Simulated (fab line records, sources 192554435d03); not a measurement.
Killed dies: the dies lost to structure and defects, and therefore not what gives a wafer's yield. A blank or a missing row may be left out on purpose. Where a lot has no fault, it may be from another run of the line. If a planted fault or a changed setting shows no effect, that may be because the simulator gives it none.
A lot that was struck, set against a sound lot || flow n5 finfet || 18 out of 1938 route steps
Sound: the wafers L316.2, L316.4, L316.5. Struck: wafer L308.4. (L308.5 of the same lot was not struck and is left out.) The cause comes at the end.
For every step that has rows: the tool of each side, followed by ch and its chambers, followed by its first start. Under that, the readings that differ: sound wafers || struck wafers || difference of the means || sigmas: that difference in standard deviations of wafers without a fault.
alike: same words and numbers on both sides, and readings whose means sit less than 2 such deviations apart. not compared: any withheld reading, any reading some wafer has no value for, any bound like >300 that may hide the same value, and any number with overlapping values for which the record gives no deviation.
Wherever a step has rows on one side only, a row that says differs or no value, or a row with sigmas, the two part there. Non-overlapping numbers with no deviation appear without sigmas and do not part them. A reading missing from all wafers of one side parts the sides only when that side holds two or more wafers.

N5_MOL_CONTACT_COAG_OVL_MEAS_41:
  sound on overlay-01 ch 0, day 8 23:12; struck on overlay-01 ch 0, day 7 03:32
{"reading": "VD_OVL (nm)", "sound": "0.1 0.4 -1.0", "struck": 1.5, "difference": "+1.7", "sigmas": "+2"}
N5_MOL_CONTACT_COAG_INSPECT_42: inspects for defects (brightfield).
  sound on defect inspect-01 at day 8 23:15; struck on defect inspect-02 at day 7 03:35
  alike: raw defect count
N5_MOL_CONTACT_COAG_DESCUM_45: chemistry O2, time 7 s.
  sound on rie diel-01 ch 0,2,3, day 8 23:17; struck on rie diel-06 ch 3, day 7 04:20
  alike: drypump motor current A, o2 flow sccm, oes product au, rf vpp V, showerhead plenum p Torr, throttle valve pct
  not compared: rf hours counter h
then, 1 step without rows for these wafers: N5_MOL_CONTACT_COAG_ETCH_65 (etches underlayer in N2/H2, target depth 13 nm, time 10.4 s).
N5_MOL_CONTACT_COAG_ETCH_66: etches SiARC in CF4, target depth 13 nm, time 21.7 s.
  sound on rie diel-01 ch 0,2,3, day 8 23:20; struck on rie diel-06 ch 3, day 7 04:23
{"reading": "mfc ar sccm (sccm)", "sound": "99.63 100.42 99.34", "struck": 100.59, "difference": "+0.79", "sigmas": "+3"}
  alike: cf4 flow sccm, drypump motor current A, etch rf on time s, oes product au, rf vpp V, showerhead plenum p Torr, throttle valve pct
  not compared: rf hours counter h
then, 2 steps without rows for these wafers: N5_MOL_CONTACT_COAG_ALD_133 (deposits SiO2, target thk 5 nm, pulse time 1 s, co reactant pulse time 1 s); N5_MOL_CONTACT_COAG_ETCHBACK_134 (etches SiO2 in CHF3, target depth 10 nm, time 6.7 s).
N5_MOL_CONTACT_COAG_ETCH_67: etches SOC in N2/H2, target depth 60 nm, overetch 21 nm, time 101.2 s.
  sound on rie diel-01 ch 0,3, day 8 23:38; struck on rie diel-06 ch 2, day 7 04:57
  alike: drypump motor current A, oes product au, rf vpp V, showerhead plenum p Torr, throttle valve pct
  not compared: rf hours counter h
then, 4 steps without rows for these wafers: N5_MOL_CONTACT_COAG_STRIP_68 (strips in N2/H2); N5_MOL_CONTACT_COAG_STRIP_69 (strips in N2/H2); N5_MOL_CONTACT_COAG_ETCHBACK_136 (etches SiO2 in CHF3, target depth 25 nm, time 16.7 s); N5_MOL_CONTACT_COAG_STRIP_120 (strips in CHF3).
N5_MOL_CONTACT_COAG_VIA_ETCH_117: etches SiO2 in C4F6/O2, target depth 40 nm, overetch 8 nm, time 26 s.
  sound on rie diel-01 ch 0,3, day 8 23:46; struck on rie diel-06 ch 2, day 7 05:04
{"reading": "model.SOC_of_MOL_CONTACT_COAG_COAT_62.thk nm (nm)", "sound": "51.4 51.6 51.6", "struck": 47.8, "difference": -3.7, "sigmas": ""}
  alike: C4F6_flow_sccm, drypump motor current A, mfc ar sccm, oes_f_703_au, oes product au, rf vpp V, showerhead plenum p Torr, throttle valve pct
  not compared: rf hours counter h
N5_MOL_CONTACT_COAG_ETCH_124: etches SiNx in CH3F/O2, stops on SiOC, target depth 6.5 nm.
  sound on rie diel-01 ch 0,3, day 8 23:47; struck on rie diel-06 ch 2, day 7 05:06
  alike: drypump motor current A, mfc ar sccm, oes_f_703_au, oes product au, rf vpp V, showerhead plenum p Torr, throttle valve pct
  not compared: rf hours counter h
N5_MOL_CONTACT_COAG_ETCH_48: etches SiOC in C4F6/O2, target depth 15 nm, overetch 4.5 nm, time 17 s.
  sound on rie diel-01 ch 0,3, day 8 23:50; struck on rie diel-06 ch 2, day 7 05:08
{"reading": "model.SOC_of_MOL_CONTACT_COAG_COAT_62.thk nm (nm)", "sound": "45.6 45.6 45.8", "struck": 41.8, "difference": -3.9, "sigmas": ""}
  alike: C4F6_flow_sccm, drypump motor current A, mfc ar sccm, oes_f_703_au, oes product au, rf vpp V, showerhead plenum p Torr, throttle valve pct
  not compared: rf hours counter h
N5_MOL_CONTACT_COAG_STRIP_72: strips in N2/H2.
  sound on rie diel-01 ch 0,3, day 8 23:53; struck on rie diel-06 ch 2, day 7 05:11
  alike: drypump motor current A, oes product au, rf vpp V, showerhead plenum p Torr, throttle valve pct
  not compared: rf hours counter h
-- the record jumps here: 3 days lie between the struck wafers' starts before and after (it left off in module MOL_CONTACT_COAG and takes up again in module BEOL_M4, whose first step shown is number 1111 of the route) --
N5_BEOL_M4_RC_MEAS_101:
  sound on prober-01 ch 0, day 12 11:19; struck on prober-01 ch 0, day 10 17:01
{"reading": "DIBL_N (mV/V)", "sound": "39.8 41.8 34.9", "struck": 32.7, "difference": -6.1, "sigmas": -2}
{"reading": "IOFF_N (nA/um)", "sound": "0.24 0.29 0.14", "struck": 0.11, "difference": -0.11, "sigmas": -2}
  alike: DIBL_P, IOFF_P, ION_N, ION_P, SS_N, SS_P, VT_N, VT_P
N5_PASSIVATION_PROBE_49:
  the record holds rows for the sound wafers here (prober-02, day 16 17:56) but none for the struck ones

== WHERE THEY PART ==
Earliest at N5_MOL_CONTACT_COAG_OVL_MEAS_41; latest, in this record, at N5_PASSIVATION_PROBE_49.

WHY: the cause the simulator had injected
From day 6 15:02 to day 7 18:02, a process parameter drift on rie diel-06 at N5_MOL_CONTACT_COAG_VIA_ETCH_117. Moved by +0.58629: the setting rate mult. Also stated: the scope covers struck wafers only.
